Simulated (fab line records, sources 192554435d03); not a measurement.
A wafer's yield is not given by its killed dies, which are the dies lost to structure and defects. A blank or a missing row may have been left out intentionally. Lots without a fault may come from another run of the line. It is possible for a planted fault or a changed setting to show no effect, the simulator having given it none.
Which tool is to blame? :: flow n5_finfet :: Sampling: 12 lots, 35 wafers, 4 of 1938 route steps

== WHAT EACH GAUGE READ, for each wafer ==
Not one reading of a measure or inspect step in the record can be checked against a usual standard deviation.

== EACH LOT AND THE TOOL THAT RAN IT (in order: tool; ch and the chambers of the sampled wafers; start) ==
lot: L676
N5_BEOL_M5_PRE_CLEAN_45: pvd_sputter-02, day 11 05:33
N5_MIM_BOT_ETCH_STRIP_01: rie_diel-01 ch 1,2, day 15 11:35
N5_PASSIVATION_STRIP_48: rie_diel-03 ch 1,2, day 15 17:57
N5_PASSIVATION_PROBE_49: -

lot: L679
N5_BEOL_M5_PRE_CLEAN_45: pvd_sputter-03, day 12 02:25
N5_MIM_BOT_ETCH_STRIP_01: rie_diel-03 ch 1,3, day 15 20:16
N5_PASSIVATION_STRIP_48: rie_diel-03 ch 1,2, day 16 04:53
N5_PASSIVATION_PROBE_49: -

lot: L678
N5_BEOL_M5_PRE_CLEAN_45: pvd_sputter-02, day 12 12:43
N5_MIM_BOT_ETCH_STRIP_01: rie_diel-03 ch 1,2, day 16 00:53
N5_PASSIVATION_STRIP_48: rie_diel-03 ch 0,2,3, day 16 08:22
N5_PASSIVATION_PROBE_49: -

lot: L677
N5_BEOL_M5_PRE_CLEAN_45: pvd_sputter-02, day 12 15:44
N5_MIM_BOT_ETCH_STRIP_01: rie_diel-03 ch 0,2, day 16 00:23
N5_PASSIVATION_STRIP_48: rie_diel-01 ch 1,2, day 16 07:59
N5_PASSIVATION_PROBE_49: -

lot: L681
N5_BEOL_M5_PRE_CLEAN_45: pvd_sputter-03, day 13 06:45
N5_MIM_BOT_ETCH_STRIP_01: rie_diel-01 ch 0,1, day 17 17:32
N5_PASSIVATION_STRIP_48: rie_diel-04 ch 0,1,2, day 18 00:07
N5_PASSIVATION_PROBE_49: -

lot: L688
N5_BEOL_M5_PRE_CLEAN_45: pvd_sputter-01, day 13 16:38
N5_MIM_BOT_ETCH_STRIP_01: rie_diel-01 ch 0,3, day 18 05:01
N5_PASSIVATION_STRIP_48: rie_diel-04 ch 0,2, day 18 18:39
N5_PASSIVATION_PROBE_49: -

lot: L686
N5_BEOL_M5_PRE_CLEAN_45: pvd_sputter-01, day 13 22:13
N5_MIM_BOT_ETCH_STRIP_01: rie_diel-04 ch 1,2, day 18 19:19
N5_PASSIVATION_STRIP_48: rie_diel-03 ch 1,3, day 19 00:58
N5_PASSIVATION_PROBE_49: -

lot: L683
N5_BEOL_M5_PRE_CLEAN_45: pvd_sputter-03, day 14 06:16
N5_MIM_BOT_ETCH_STRIP_01: rie_diel-04 ch 0,1,2, day 18 11:23
N5_PASSIVATION_STRIP_48: rie_diel-03 ch 1,2,3, day 18 19:43
N5_PASSIVATION_PROBE_49: -

lot: L685
N5_BEOL_M5_PRE_CLEAN_45: pvd_sputter-02, day 14 10:44
N5_MIM_BOT_ETCH_STRIP_01: rie_diel-04 ch 1,2, day 18 19:09
N5_PASSIVATION_STRIP_48: rie_diel-01 ch 0,1, day 19 00:25
N5_PASSIVATION_PROBE_49: -

lot: L692
N5_BEOL_M5_PRE_CLEAN_45: pvd_sputter-02, day 14 22:53
N5_MIM_BOT_ETCH_STRIP_01: rie_diel-01 ch 0,3, day 19 04:59
N5_PASSIVATION_STRIP_48: rie_diel-04 ch 1,2,3, day 19 13:15
N5_PASSIVATION_PROBE_49: -

lot: L694
N5_BEOL_M5_PRE_CLEAN_45: pvd_sputter-01, day 16 08:19
N5_MIM_BOT_ETCH_STRIP_01: rie_diel-03 ch 0,3, day 21 00:55
N5_PASSIVATION_STRIP_48: rie_diel-03 ch 0,1, day 21 09:01
N5_PASSIVATION_PROBE_49: prober-02, day 21 11:34

lot: L699
N5_BEOL_M5_PRE_CLEAN_45: pvd_sputter-02, day 17 17:54
N5_MIM_BOT_ETCH_STRIP_01: rie_diel-01 ch 1,2, day 21 16:37
N5_PASSIVATION_STRIP_48: rie_diel-03 ch 0,2,3, day 21 23:50
N5_PASSIVATION_PROBE_49: -
- N5_BEOL_M5_PRE_CLEAN_45: time 30 s.
- N5_MIM_BOT_ETCH_STRIP_01: strips in O2.
- N5_PASSIVATION_STRIP_48: strips in O2.
- N5_PASSIVATION_PROBE_49

== AS READ BY THE TOOLS THEMSELVES (means over the sampled wafers that have a number; for cases with no such wafer, the mark the record gives instead) ==
N5_BEOL_M5_PRE_CLEAN_45. Usual: heater_power_w at 309 W, with a standard deviation of 27.
lot: L676
tool: pvd_sputter-02
heater_power_w (W): 290
flag: 

lot: L679
tool: pvd_sputter-03
heater_power_w (W): 293
flag: 

lot: L678
tool: pvd_sputter-02
heater_power_w (W): 318
flag: 

lot: L677
tool: pvd_sputter-02
heater_power_w (W): 295
flag: 

lot: L681
tool: pvd_sputter-03
heater_power_w (W): 301
flag: 

lot: L688
tool: pvd_sputter-01
heater_power_w (W): 337
flag: 

lot: L686
tool: pvd_sputter-01
heater_power_w (W): 340
flag: 

lot: L683
tool: pvd_sputter-03
heater_power_w (W): 328
flag: 

lot: L685
tool: pvd_sputter-02
heater_power_w (W): 312
flag: 

lot: L692
tool: pvd_sputter-02
heater_power_w (W): 289
flag: 

lot: L694
tool: pvd_sputter-01
heater_power_w (W): 338
flag: 

lot: L699
tool: pvd_sputter-02
heater_power_w (W): 292
flag: 

N5_MIM_BOT_ETCH_STRIP_01. Usual: drypump_motor_current_A 5.71 A, standard deviation 0.17; oes_product_au 0.79 a.u., standard deviation 0.078; rf_vpp_V 3.8 V, standard deviation 1.4; showerhead_plenum_p_Torr 2.05 Torr, standard deviation 0.067; throttle_valve_pct 16.67 %, standard deviation 0.24.
lot: L676
tool: rie_diel-01
drypump_motor_current_A (A): 5.59
oes_product_au (a.u.): 0.73
rf_vpp_V (V): 3.4
showerhead_plenum_p_Torr (Torr): 2.10
throttle_valve_pct (%): 17.00
flag: 

lot: L679
tool: rie_diel-03
drypump_motor_current_A (A): 5.68
oes_product_au (a.u.): 0.73
rf_vpp_V (V): 3.1
showerhead_plenum_p_Torr (Torr): 1.97
throttle_valve_pct (%): 16.70
flag: 

lot: L678
tool: rie_diel-03
drypump_motor_current_A (A): 5.88
oes_product_au (a.u.): 0.69
rf_vpp_V (V): 3.2
showerhead_plenum_p_Torr (Torr): 2.09
throttle_valve_pct (%): 16.87
flag: 

lot: L677
tool: rie_diel-03
drypump_motor_current_A (A): 5.73
oes_product_au (a.u.): 0.80
rf_vpp_V (V): 2.7
showerhead_plenum_p_Torr (Torr): 2.10
throttle_valve_pct (%): 16.62
flag: 

lot: L681
tool: rie_diel-01
drypump_motor_current_A (A): 5.69
oes_product_au (a.u.): 0.76
rf_vpp_V (V): 4.8
showerhead_plenum_p_Torr (Torr): 2.04
throttle_valve_pct (%): 16.68
flag: 

lot: L688
tool: rie_diel-01
drypump_motor_current_A (A): 5.83
oes_product_au (a.u.): 0.81
rf_vpp_V (V): 4.7
showerhead_plenum_p_Torr (Torr): 2.01
throttle_valve_pct (%): 16.40
flag: 

lot: L686
tool: rie_diel-04
drypump_motor_current_A (A): 5.58
oes_product_au (a.u.): 0.84
rf_vpp_V (V): 5.0
showerhead_plenum_p_Torr (Torr): 2.10
throttle_valve_pct (%): 16.56
flag: 

lot: L683
tool: rie_diel-04
drypump_motor_current_A (A): 5.73
oes_product_au (a.u.): 0.84
rf_vpp_V (V): 4.4
showerhead_plenum_p_Torr (Torr): 2.08
throttle_valve_pct (%): 16.66
flag: 

lot: L685
tool: rie_diel-04
drypump_motor_current_A (A): 5.76
oes_product_au (a.u.): 0.83
rf_vpp_V (V): 5.1
showerhead_plenum_p_Torr (Torr): 2.07
throttle_valve_pct (%): 16.57
flag: 

lot: L692
tool: rie_diel-01
drypump_motor_current_A (A): 5.83
oes_product_au (a.u.): 0.80
rf_vpp_V (V): 4.8
showerhead_plenum_p_Torr (Torr): 2.00
throttle_valve_pct (%): 16.38
flag: 

lot: L694
tool: rie_diel-03
drypump_motor_current_A (A): 5.59
oes_product_au (a.u.): 0.74
rf_vpp_V (V): 4.0
showerhead_plenum_p_Torr (Torr): 1.98
throttle_valve_pct (%): 16.60
flag: 

lot: L699
tool: rie_diel-01
drypump_motor_current_A (A): 5.57
oes_product_au (a.u.): 0.80
rf_vpp_V (V): 4.6
showerhead_plenum_p_Torr (Torr): 2.11
throttle_valve_pct (%): 16.75
flag: 

N5_PASSIVATION_STRIP_48. Usual: drypump_motor_current_A 5.70 A, standard deviation 0.21; oes_product_au 0.79 a.u., standard deviation 0.076; rf_vpp_V 3.7 V, standard deviation 2.7; showerhead_plenum_p_Torr 2.05 Torr, standard deviation 0.066; throttle_valve_pct 16.66 %, standard deviation 0.23.
lot: L676
tool: rie_diel-03
drypump_motor_current_A (A): 5.89
oes_product_au (a.u.): 0.70
rf_vpp_V (V): 2.6
showerhead_plenum_p_Torr (Torr): 2.09
throttle_valve_pct (%): 16.84
flag: 

lot: L679
tool: rie_diel-03
drypump_motor_current_A (A): 5.87
oes_product_au (a.u.): 0.71
rf_vpp_V (V): 5.9
showerhead_plenum_p_Torr (Torr): 2.05
throttle_valve_pct (%): 16.94
flag: 

lot: L678
tool: rie_diel-03
drypump_motor_current_A (A): 5.71
oes_product_au (a.u.): 0.79
rf_vpp_V (V): 4.7
showerhead_plenum_p_Torr (Torr): 2.06
throttle_valve_pct (%): 16.65
flag: 

lot: L677
tool: rie_diel-01
drypump_motor_current_A (A): 5.61
oes_product_au (a.u.): 0.72
rf_vpp_V (V): 0.3
showerhead_plenum_p_Torr (Torr): 2.12
throttle_valve_pct (%): 16.95
flag: 

lot: L681
tool: rie_diel-04
drypump_motor_current_A (A): 5.72
oes_product_au (a.u.): 0.83
rf_vpp_V (V): 2.7
showerhead_plenum_p_Torr (Torr): 2.08
throttle_valve_pct (%): 16.62
flag: 

lot: L688
tool: rie_diel-04
drypump_motor_current_A (A): 5.57
oes_product_au (a.u.): 0.81
rf_vpp_V (V): 3.9
showerhead_plenum_p_Torr (Torr): 2.11
throttle_valve_pct (%): 16.68
flag: 

lot: L686
tool: rie_diel-03
drypump_motor_current_A (A): 5.74
oes_product_au (a.u.): 0.70
rf_vpp_V (V): 2.6
showerhead_plenum_p_Torr (Torr): 1.98
throttle_valve_pct (%): 16.88
flag: 

lot: L683
tool: rie_diel-03
drypump_motor_current_A (A): 5.80
oes_product_au (a.u.): 0.79
rf_vpp_V (V): 4.0
showerhead_plenum_p_Torr (Torr): 2.03
throttle_valve_pct (%): 16.71
flag: 

lot: L685
tool: rie_diel-01
drypump_motor_current_A (A): 5.68
oes_product_au (a.u.): 0.77
rf_vpp_V (V): 3.6
showerhead_plenum_p_Torr (Torr): 2.04
throttle_valve_pct (%): 16.72
flag: 

lot: L692
tool: rie_diel-04
drypump_motor_current_A (A): 5.53
oes_product_au (a.u.): 0.78
rf_vpp_V (V): 2.4
showerhead_plenum_p_Torr (Torr): 2.11
throttle_valve_pct (%): 16.83
flag: 

lot: L694
tool: rie_diel-03
drypump_motor_current_A (A): 5.62
oes_product_au (a.u.): 0.79
rf_vpp_V (V): 1.9
showerhead_plenum_p_Torr (Torr): 2.03
throttle_valve_pct (%): 16.73
flag: 

lot: L699
tool: rie_diel-03
drypump_motor_current_A (A): 5.71
oes_product_au (a.u.): 0.82
rf_vpp_V (V): 3.9
showerhead_plenum_p_Torr (Torr): 2.04
throttle_valve_pct (%): 16.55
flag: 

N5_PASSIVATION_PROBE_49. Usual: defect_limited_yield 90.9 %, standard deviation 1.6; killed_at_M0_to_M3 37, standard deviation 11; killed_at_M4_up 15, standard deviation 5.6; killed_at_contacts 13, standard deviation 6.4; killed_at_front_end 39, standard deviation 11; killed_at_other 4, standard deviation 3.1; killed_dies 107, standard deviation 19; killed_on_rim 14, standard deviation 4.3; killed_open 71, standard deviation 14; killed_short 34, standard deviation 7.8; sort_bin_4_leakage 0.01 %, standard deviation 0.053; sort_bin_5_function 5.3 %, standard deviation 1; sort_bin_6_memory 3.4 %, standard deviation 0.72; sort_bin_8_speed 0.0 %, standard deviation 0.42; sort_n_pass 1072, standard deviation 20; sort_yield_pct 90.9 %, standard deviation 1.7.
lot: L694
tool: prober-02
defect_limited_yield (%): 89.1
killed_at_M0_to_M3: 30
killed_at_M4_up: 38
killed_at_contacts: 11
killed_at_front_end: 47
killed_at_other: 2
killed_dies: 128
killed_on_rim: 21
killed_open: 71
killed_short: 36
sort_bin_4_leakage (%): 0.00
sort_bin_5_function (%): 6.6
sort_bin_6_memory (%): 3.7
sort_bin_8_speed (%): 0.0
sort_n_pass: 1052
sort_yield_pct (%): 89.1
flag: OFF

== THE ANSWER, worked out from the rows above alone ==
Rule: a lot counts as off when the mean over its wafers that have a number is more than 3 standard deviations away from the usual mean. Also off: a lot with no number at a reading for which 4 or more lots have one. Any other lot the step has rows for is counted as sound. First the gauges in route order, then the tools' own readings, where a lot's mean is used as printed above. At the first step where some lot is off, the reading lying furthest off is the one used; lots without a number count as furthest.
Off at N5_PASSIVATION_PROBE_49 (killed_at_M4_up): L694. Neither off nor sound, because the step has no rows for them: L676, L679, L678, L677, L681, L688, L686, L683, L685, L692, L699.
If a tool, at that step or one of the process steps before it, ran each lot that is off and ran no sound lot following the first of them, it fits. Can't be told from this: 3 tools fit, pvd_sputter-01 at N5_BEOL_M5_PRE_CLEAN_45, rie_diel-03 at N5_MIM_BOT_ETCH_STRIP_01 and N5_PASSIVATION_STRIP_48, prober-02 at N5_PASSIVATION_PROBE_49.

== WHAT WAS PUT IN BY THE SIMULATOR ==
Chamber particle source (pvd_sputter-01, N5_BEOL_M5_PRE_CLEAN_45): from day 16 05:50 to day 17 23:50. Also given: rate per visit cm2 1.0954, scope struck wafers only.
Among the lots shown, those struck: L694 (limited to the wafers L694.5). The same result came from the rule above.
